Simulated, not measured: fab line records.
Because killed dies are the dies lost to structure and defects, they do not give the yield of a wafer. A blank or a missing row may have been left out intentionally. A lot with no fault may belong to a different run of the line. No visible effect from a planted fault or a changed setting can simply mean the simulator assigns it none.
Which tool is to blame? | flow n5 finfet | route of 1938 steps, sampled at 1 step: 11 lots, 32 wafers

## WHAT THE GAUGES READ, wafer by wafer
N5_BEOL_M12_OVL_MEAS_29. Usual: M12_OVL gives -1 nm (standard deviation 4.8).
lot  | measured     | on         | M12_OVL (nm) | flag
L180 | day 13 23:02 | overlay-01 | -8 1 -5      |
L183 | day 14 14:12 | overlay-02 | 7 4 4        |
L181 | day 14 20:36 | overlay-01 | 5 -1         |
L182 | day 15 00:20 | overlay-01 | 10 1 9       |
L184 | day 15 08:34 | overlay-01 | 5 3 1        |
L186 | day 15 20:34 | overlay-01 | 0 4 10       |
L188 | day 16 00:43 | overlay-01 | -6 -2 -7     |
L193 | day 18 19:46 | overlay-02 | 3 4 7        |
L194 | day 18 20:08 | overlay-02 | 6 -4 -2      |
L200 | day 19 06:37 | overlay-02 | -5 -1 -4     |
L199 | day 20 00:04 | overlay-02 | 4 -1 3       |

## WHICH TOOL RAN EACH LOT (tool, then ch and the chambers of the sampled wafers, then the start)
The record shows no process step preceding these readings.

## AS READ BY THE TOOLS THEMSELVES (means over the sampled wafers that have a number; for cases with no such wafer, the mark the record gives instead)
The record holds no such reading with a usual standard deviation.

## THE ANSWER, worked out from the rows above alone
Rule: a lot is off if the mean of its wafers that have a number lies more than 3 standard deviations from the usual mean. A lot without any number at a reading at which 4 lots or more have one is off too. The other lots that the step has rows for count as sound. Order of review: gauges by route order, followed by the tools' own readings, for which a lot's mean as printed above is used. At the first step where some lot is off, the reading lying furthest off is the one used; lots without a number count as furthest.
Nothing can be told from this: no lot is off at any reading shown.

## WHAT THE SIMULATOR HAD PUT IN
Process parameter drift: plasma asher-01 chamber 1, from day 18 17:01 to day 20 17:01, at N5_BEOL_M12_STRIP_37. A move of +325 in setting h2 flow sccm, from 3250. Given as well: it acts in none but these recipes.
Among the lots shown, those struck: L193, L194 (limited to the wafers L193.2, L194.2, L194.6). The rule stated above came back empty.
